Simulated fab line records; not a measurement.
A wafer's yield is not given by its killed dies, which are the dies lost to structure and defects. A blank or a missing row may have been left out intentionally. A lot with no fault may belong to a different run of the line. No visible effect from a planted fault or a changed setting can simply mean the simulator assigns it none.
fab line records	flow n5-finfet
record: lots: 10	wafers: 30	last-day: 17
route steps=1938 shown HKMG_FIN@407 PASSIVATION@1936
lots with no fault: from the same line, run without faults
start-h: hours from the record's opening day to when the first of the lot's shown wafers began	wait-h: hours since the lot's step before	" as in the row above	L1.1+2: one row covering several wafers at once	- either no value or no given start	* or withheld: withheld	< > ~ a bound
route shown NAME@n: a module of which the file shows steps, and the number in the route of the first	usual: the fault-free wafers' mean and standard deviation	same: alike in all rows	chamber/n: place in a boat	sites: readings site by site	_std_site: how widely they spread, as a standard deviation	_edge_site: the outer-site mean with the inner-site mean subtracted	radius-mm: how far each site lies from the wafer's centre	mask NAME#n: copy n	behind: the last tool/chamber to shape the wafer	hold: cause of the lot's hold/its duration in hours/its outcome	device: whichever transistor did not switch (one of n, p or np)	end of line: the same wafers' tests at the end of the route	a step given without rows: its recipe and nothing more	killed: not the wafer's yield, but the dies lost to structure and defects at the first sort	map: the dies of a wafer, with x for killed, . for not killed, _ for no die there
set.NAME: the setting that was run; set.NAME@STEP: the one run at that earlier step	model.NAME: the simulator's own value behind a step, which no gauge read
the route's steps for a sample of lots (tables are steps, rows are wafers)
services: when a tool's chamber went out of use (start-h, in hours from the record's first day, below 0 if earlier), for how many hours, and the reason
== steps ==
step: N5_HKMG_FIN_STRIP_93
recipe: chemistry: N2/H2	material: SOC	time-s: 20	power-w: 500	temp-c: 40	pressure-mtorr: 50	rf-frequency-hz: 6e+07	bias-power-w: 8	h2-frac: 0.5	n2-flow-sccm: 300	h2-flow-sccm: 300
usual: drypump-motor-current-A: 5.3/0.57	oes-product-au: 0.75/0.087	rf-fwd-power-W: 496.6/1.8	rf-vpp-V: 54.1/0.84	showerhead-plenum-p-Torr: 3.33/0.091	throttle-valve-pct: 19.0/0.34
same: time-s: 20
lot.wafer	tool	chamber	start-h	wait-h	drypump-motor-current-A	oes-product-au	rf-fwd-power-W	rf-hours-counter-h	rf-vpp-V	showerhead-plenum-p-Torr	throttle-valve-pct
L143.3	rie-diel-01	0	73.16	0.2	4.9	0.67	493.7	233	54.0	3.28	18.9
L143.4	"	2	"	"	6.3	0.68	495.5	212	55.3	3.34	19.1
L143.5	"	0	"	"	4.9	0.68	494.4	-	53.2	3.28	18.8
L146.1	rie-diel-04	2	88.13	0.2	5.3	0.74	498.4	157	53.7	3.25	18.9
L146.2	"	1	"	"	5.4	0.66	496.5	223	54.6	3.18	19.5
L146.5	"	3	"	"	4.9	0.70	495.7	-	54.2	3.47	19.1
L147.1	rie-diel-05	1	97.36	0.2	6.4	0.76	496.5	138	52.8	3.26	19.1
L147.2	"	0	"	"	6.0	0.66	496.0	242	51.3	3.33	18.8
L147.6	"	2	"	"	5.2	0.87	498.2	-	54.8	3.40	18.3
L149.1	rie-diel-05	3	107.07	0.2	4.9	0.77	495.1	158	54.0	3.22	18.9
L149.3	"	1	"	"	6.5	0.74	499.2	142	53.0	3.26	19.1
L149.5	"	1	"	"	6.4	0.75	498.3	-	53.7	3.26	19.1
L150.2	rie-diel-05	2	114.68	0.2	5.2	0.87	497.8	43	56.2	3.40	18.3
L150.4	"	1	"	"	6.4	0.74	498.5	145	54.4	3.26	19.2
L150.6	"	0	"	"	6.0	0.66	497.6	-	54.2	3.32	18.8
L158.2	rie-diel-01	0	162.20	0.2	4.9	0.95	496.6	3	54.5	3.27	18.6
L158.5	"	0	"	"	4.9	0.94	495.8	-	54.5	3.27	18.6
L158.6	"	1	"	"	4.8	0.73	495.1	-	54.1	3.46	19.0
L159.2	rie-diel-01	0	167.60	0.2	4.9	0.94	493.8	6	54.1	3.27	18.6
L159.5	"	3	"	"	4.9	0.66	495.8	-	56.0	3.32	18.8
L159.6	"	0	"	"	4.9	0.93	494.3	-	54.3	3.27	18.6
L161.2	rie-diel-04	2	181.78	0.2	5.3	0.71	492.0	194	54.1	3.23	19.0
L161.3	"	3	"	"	4.9	0.68	496.9	203	55.1	3.44	19.2
L161.5	"	1	"	"	5.3	0.95	495.8	-	53.9	3.57	19.2
L165.3	rie-diel-01	2	206.69	0.2	6.3	0.65	492.9	253	52.9	3.31	19.2
L165.5	"	2	"	"	6.3	0.65	494.2	-	54.2	3.31	19.2
L165.6	"	1	"	"	4.7	0.72	498.4	-	55.6	3.45	19.0
L166.1	rie-diel-01	0	209.37	0.2	4.9	0.89	497.8	22	55.0	3.26	18.6
L166.2	"	1	"	"	4.7	0.72	495.0	209	52.2	3.45	19.0
L166.6	"	2	"	"	6.4	0.65	495.9	-	54.8	3.31	19.2
step: N5_HKMG_FIN_ALD_79
recipe: material: TiN	target-thk-a: 15	temp-c: 400	ald-precursor-family: TiCl4	ald-co-reactant: NH3	pulse-time-s: 1	purge-time-s: 3	co-reactant-purge-time-s: 2	co-reactant-pulse-time-s: 2	ald-cycles: 68	pressure-torr: 3
usual: heater-power-w: 925/75	precursor-pulse-height-rel: 1.003/0.019
lot.wafer	tool	chamber	start-h	wait-h	heater-power-w	precursor-pulse-height-rel
L143.3	ald-metal-01	1	73.80	0.0	1034	1.012
L143.4	"	0	"	"	1055	0.977
L143.5	"	1	"	"	1066	1.015
L146.1	ald-metal-02	2	88.77	0.0	933	1.003
L146.2	"	1	"	"	902	1.027
L146.5	"	0	"	"	862	1.006
L147.1	ald-metal-03	2	98.01	0.0	802	0.996
L147.2	"	0	"	"	1008	1.021
L147.6	"	2	"	"	809	0.977
L149.1	ald-metal-02	1	107.73	0.0	905	0.977
L149.3	"	0	"	"	837	0.964
L149.5	"	3	"	"	859	0.982
L150.2	ald-metal-02	2	115.32	0.0	942	1.019
L150.4	"	1	"	"	924	1.004
L150.6	"	1	"	"	912	0.991
L158.2	ald-metal-03	1	162.84	0.0	829	1.007
L158.5	"	2	"	"	814	0.981
L158.6	"	3	"	"	980	1.007
L159.2	ald-metal-02	2	168.23	0.0	936	1.004
L159.5	"	2	"	"	945	1.014
L159.6	"	3	"	"	859	1.016
L161.2	ald-metal-01	1	182.41	0.0	1064	1.037
L161.3	"	3	"	"	907	0.987
L161.5	"	0	"	"	1023	0.975
L165.3	ald-metal-02	0	207.33	0.0	868	0.990
L165.5	"	3	"	"	872	0.994
L165.6	"	2	"	"	939	0.994
L166.1	ald-metal-03	1	210.01	0.0	838	1.016
L166.2	"	0	"	"	966	1.009
L166.6	"	0	"	"	954	1.004
step: N5_HKMG_FIN_INSPECT_14
recipe: mode: adi	inspect-instrument: macro
usual: raw-defect-count: 2.0/1.3
lot.wafer	tool	chamber	start-h	wait-h	raw-defect-count
L143.3	defect-inspect-02	-	75.84	0.0	1
L143.4	"	-	"	"	1
L143.5	"	-	"	"	0
L146.1	defect-inspect-01	-	90.62	0.0	1
L146.2	"	-	"	"	1
L146.5	"	-	"	"	1
L147.1	defect-inspect-02	-	100.04	0.0	3
L147.2	"	-	"	"	3
L147.6	"	-	"	"	1
L149.1	defect-inspect-02	-	109.57	0.0	>300
L149.3	"	-	"	"	>300
L149.5	"	-	"	"	>300
L150.2	defect-inspect-01	-	117.31	0.0	>300
L150.4	"	-	"	"	>300
L150.6	"	-	"	"	>300
L158.2	defect-inspect-01	-	164.81	0.0	3
L158.5	"	-	"	"	2
L158.6	"	-	"	"	2
L159.2	defect-inspect-02	-	170.25	0.0	1
L159.5	"	-	"	"	4
L159.6	"	-	"	"	0
L161.2	defect-inspect-01	-	184.38	0.0	3
L161.3	"	-	"	"	1
L161.5	"	-	"	"	2
L165.3	defect-inspect-02	-	209.42	0.0	1
L165.5	"	-	"	"	1
L165.6	"	-	"	"	1
L166.1	defect-inspect-01	-	211.86	0.0	4
L166.2	"	-	"	"	1
L166.6	"	-	"	"	2
step: N5_HKMG_FIN_DESCUM_17
recipe: chemistry: O2	time-s: 7.9	source-power-w: 50	bias-power-w: 20	pressure-mtorr: 20	rf-frequency-hz: 2.712e+07	temp-c: 40	resist: CAR-ArF	o2-flow-sccm: 225
usual: drypump-motor-current-A: 5.4/0.63	oes-product-au: 0.76/0.091	rf-fwd-power-W: 49.44/0.22	rf-vpp-V: 242.8/1.3	showerhead-plenum-p-Torr: 2.07/0.059	throttle-valve-pct: 20.37/0.19
same: time-s: 7.9
lot.wafer	tool	chamber	start-h	wait-h	drypump-motor-current-A	oes-product-au	rf-fwd-power-W	rf-hours-counter-h	rf-vpp-V	showerhead-plenum-p-Torr	throttle-valve-pct
L143.3	rie-diel-05	2	75.87	0.0	5.2	0.90	49.82	29	242.8	2.15	20.02
L143.4	"	0	"	"	6.0	0.66	49.33	235	243.9	2.05	20.20
L143.5	"	1	"	"	6.4	0.78	49.69	-	241.2	2.01	20.38
L146.1	rie-diel-01	0	90.86	0.2	4.9	0.68	49.00	240	243.2	2.06	20.40
L146.2	"	3	"	"	4.9	0.70	49.19	219	241.8	2.08	20.34
L146.5	"	0	"	"	4.9	0.69	49.08	-	241.4	2.06	20.40
L147.1	rie-diel-01	0	100.17	0.1	4.9	0.68	48.99	242	243.6	2.05	20.40
L147.2	"	2	"	"	6.3	0.70	49.44	220	242.6	2.05	20.40
L147.6	"	2	"	"	6.3	0.70	49.23	-	242.9	2.05	20.42
L149.1	rie-diel-05	0	109.60	0.0	6.0	0.66	49.28	246	241.8	2.04	20.21
L149.3	"	2	"	"	5.2	0.87	49.42	41	246.0	2.14	20.06
L149.5	"	1	"	"	6.4	0.76	49.62	-	240.4	2.01	20.42
L150.2	rie-diel-05	1	117.95	0.6	6.4	0.76	49.65	146	242.9	2.00	20.42
L150.4	"	0	"	"	5.9	0.66	49.39	249	243.4	2.04	20.20
L150.6	"	1	"	"	6.4	0.76	49.84	-	242.4	2.00	20.42
L158.2	rie-diel-01	3	164.84	0.0	4.8	0.67	49.04	240	243.6	2.07	20.37
L158.5	"	0	"	"	4.9	0.96	49.14	-	241.7	2.05	20.23
L158.6	"	3	"	"	4.9	0.67	49.34	-	242.1	2.07	20.38
L159.2	rie-diel-05	0	170.41	0.2	5.9	0.94	49.49	9	242.7	2.04	19.86
L159.5	"	1	"	"	6.4	0.74	49.67	-	241.4	2.00	20.44
L159.6	"	0	"	"	5.9	0.94	49.34	-	241.8	2.04	19.88
L161.2	rie-diel-01	3	184.42	0.0	4.9	0.67	49.14	246	244.1	2.07	20.40
L161.3	"	1	"	"	4.7	0.72	49.16	198	244.6	2.16	20.54
L161.5	"	3	"	"	4.9	0.67	49.22	-	240.9	2.07	20.38
L165.3	rie-diel-04	1	209.59	0.2	5.3	0.93	49.56	15	244.8	2.25	20.29
L165.5	"	0	"	"	5.5	0.98	49.65	-	241.5	2.03	20.28
L165.6	"	1	"	"	5.4	0.93	49.30	-	245.3	2.25	20.30
L166.1	rie-diel-01	2	211.98	0.1	6.3	0.68	49.58	255	244.0	2.04	20.46
L166.2	"	0	"	"	4.9	0.90	48.94	24	241.9	2.04	20.27
L166.6	"	0	"	"	4.9	0.90	49.18	-	242.0	2.04	20.25
step: N5_HKMG_FIN_STRIP_19
recipe: chemistry: N2/H2	power-w: 2500	temp-c: 300	h2-frac: 0.65	time-s: 360	pressure-mtorr: withheld	n2-flow-sccm: 1750	h2-flow-sccm: 3250
usual: drypump-motor-current-A: 5.4/0.39	heater-power-w: 442/16
same: time-s: 360
lot.wafer	tool	chamber	start-h	wait-h	drypump-motor-current-A	heater-power-w	rf-hours-counter-h
L143.3	plasma-asher-01	1	76.59	0.1	4.9	428	-
L143.4	"	0	"	"	5.8	432	-
L143.5	"	0	"	"	5.8	431	-
L146.1	plasma-asher-01	1	91.46	0.0	4.9	428	42
L146.2	"	0	"	"	5.8	434	42
L146.5	"	1	"	"	4.9	430	-
L147.1	plasma-asher-01	0	100.77	0.0	5.8	425	44
L147.2	"	1	"	"	4.9	424	44
L147.6	"	1	"	"	4.9	415	-
L149.1	plasma-asher-02	0	110.20	0.0	5.1	457	95
L149.3	"	0	"	"	5.1	457	-
L149.5	"	0	"	"	5.1	468	-
L150.2	plasma-asher-02	0	118.55	0.0	5.1	473	97
L150.4	"	0	"	"	5.1	463	-
L150.6	"	0	"	"	5.1	458	-
L158.2	plasma-asher-02	0	165.44	0.0	5.1	455	107
L158.5	"	0	"	"	5.1	470	-
L158.6	"	1	"	"	5.8	435	-
L159.2	plasma-asher-01	1	171.01	0.0	4.9	419	57
L159.5	"	0	"	"	5.8	435	-
L159.6	"	1	"	"	4.9	414	-
L161.2	plasma-asher-01	1	185.01	0.0	4.9	422	60
L161.3	"	0	"	"	5.8	444	-
L161.5	"	1	"	"	4.9	419	-
L165.3	plasma-asher-02	1	210.31	0.1	5.8	442	-
L165.5	"	0	"	"	5.1	457	-
L165.6	"	1	"	"	5.8	444	-
L166.1	plasma-asher-02	0	212.57	0.0	5.1	469	116
L166.2	"	1	"	"	5.7	435	116
L166.6	"	1	"	"	5.7	434	-
step: N5_PASSIVATION_PROBE_49
usual: killed_at_M0_to_M3: 35/11	killed_at_M4_up: 13/5.7	killed-at-contacts: 12/5.7	killed-at-front-end: 40/11	killed-at-other: 4/4.4	killed-dies: 105/18	killed-open: 68/14	killed-short: 34/7.4
same: gross-dies: 1180	killed-at-back-side: 0
lot.wafer	tool	chamber	start-h	wait-h	killed_at_M0_to_M3	killed_at_M4_up	killed-at-contacts	killed-at-front-end	killed-at-other	killed-dies	killed-open	killed-short
L149.1	prober-01	-	291.32	0.0	38	10	14	127	12	201	56	34
L149.3	prober-01	-	291.42	0.1	29	24	15	167	6	241	79	37
L149.5	prober-01	-	291.52	0.2	33	20	15	144	6	218	77	27
L150.2	prober-01	-	313.18	0.1	38	11	16	125	1	191	83	30
L150.4	prober-01	-	313.28	0.2	30	21	8	151	1	211	77	27
L150.6	prober-01	-	313.38	0.3	45	5	5	150	3	208	57	49
killed by level:class
L149.1 HKMG_FIN:unspecified=110 BEOL_M0_SAQP:geometric-particle:short=12 MOL_CONTACT_COAG:geometric-particle:open=11 BEOL_M0_SAQP:geometric-particle:open=9 BEOL_M1:geometric-particle:open=8 STI_FIN_REVEAL:geometric-particle:open=4 PASS1_CAP:geometric-particle:short=3 DUMMY_GATE:geometric-particle:open=3
L149.3 HKMG_FIN:unspecified=124 DUMMY_GATE:geometric-particle:open=10 MOL_CONTACT_COAG:geometric-particle:open=10 BEOL_M4:geometric-particle:open=10 BEOL_M3:geometric-particle:open=7 BEOL_M8:geometric-particle:open=7 FIN_SAQP:geometric-particle:open=6 FIN_SAQP:geometric-particle:short=6
L149.5 HKMG_FIN:unspecified=108 MOL_CONTACT_COAG:geometric-particle:open=13 BEOL_M1:geometric-particle:open=9 BEOL_M4:geometric-particle:open=9 BEOL_M3:geometric-particle:open=8 FIN_SAQP:geometric-particle:open=4 DUMMY_GATE:geometric-particle:open=4 BEOL_M0_SAQP:geometric-particle:short=4
L150.2 HKMG_FIN:unspecified=70 MOL_CONTACT_COAG:geometric-particle:open=16 FIN_SAQP:geometric-particle:open=14 STI_FIN_REVEAL:geometric-particle:open=11 BEOL_M3:geometric-particle:open=10 BEOL_M0_SAQP:geometric-particle:open=10 BEOL_M0_SAQP:geometric-particle:short=6 HKMG_FIN:area-etch=6
L150.4 HKMG_FIN:unspecified=105 FIN_SAQP:geometric-particle:open=13 BEOL_M4:geometric-particle:open=10 BEOL_M3:geometric-particle:open=9 STI_FIN_REVEAL:geometric-particle:open=8 BEOL_M2:geometric-particle:open=6 FIN_SAQP:geometric-particle:short=5 MOL_CONTACT_COAG:geometric-particle:open=5
L150.6 HKMG_FIN:unspecified=98 FIN_SAQP:geometric-particle:short=18 BEOL_M0_SAQP:geometric-particle:open=8 BEOL_M3:geometric-particle:open=8 BEOL_M1:geometric-particle:open=7 FIN_SAQP:geometric-particle:open=7 BEOL_M0_SAQP:geometric-particle:short=7 DUMMY_GATE:geometric-particle:open=4
== services ==
tool	chamber	start-h	hours	kind
ald-metal-03	-	51.11	14.6	pm
rie-diel-05	-	71.46	0.8	repair
plasma-asher-01	-	96.63	1.2	repair
rie-diel-01	-	102.19	4.3	pm
rie-diel-01	2	107.31	5.2	repair
rie-diel-01	-	114.81	14.6	pm
rie-diel-05	2	120.99	4.6	repair
ald-metal-02	2	126.78	24.6	repair
ald-metal-03	-	138.52	8.7	pm
rie-diel-01	0	141.86	-	clean
rie-diel-01	0	141.86	-	consumable-replace:focus-ring
rie-diel-01	0	141.86	13.6	scheduled-down
rie-diel-01	0	141.86	13.6	vent-cycle
rie-diel-04	1	152.74	6.5	repair
ald-metal-03	3	164.97	2.0	repair
ald-metal-02	0	184.69	15.6	repair
rie-diel-01	3	197.18	-	clean
rie-diel-01	3	197.18	-	consumable-replace:focus-ring
rie-diel-01	3	197.18	15.6	scheduled-down
rie-diel-01	3	197.18	15.6	vent-cycle
ald-metal-01	1	206.53	35.8	repair
rie-diel-01	2	212.78	-	clean
rie-diel-01	2	212.78	-	consumable-replace:focus-ring
rie-diel-01	2	212.78	15.4	scheduled-down
== key ==
first-sign: step: N5_HKMG_FIN_INSPECT_14	reading: raw-defect-count	direction: up	sigmas: 99+	usual: 2.0	struck: >300
effect: step: N5_PASSIVATION_PROBE_49	reading: killed-at-front-end	direction: up	sigmas: 9.4	usual: 40	struck: 144
more-kills-born-at: N5_HKMG_FIN_STRIP_93@rie-diel-05: 615
met-at N5_HKMG_FIN_STRIP_93
struck-lots L149,L150
tester-left-out L149,L150
not-acting-at N5_HKMG_FIN_ALD_79,N5_HKMG_FIN_DESCUM_17,N5_HKMG_FIN_STRIP_19
onset-between 97.36 107.07
fault: kind: chamber-particle-source	tool: rie-diel-05	chamber: -	onset-h: 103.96	steps: N5_HKMG_FIN_STRIP_93	rate-per-visit-cm2: 0.61106	end-h: 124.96
tester-left-out: of these lots the tester's yield and bins aren't shown, on N5 and GAA mostly nor the transistor test; their killed dies are dies lost to structure and defects alone, not to doping, threshold or leakage, so they don't give the yield
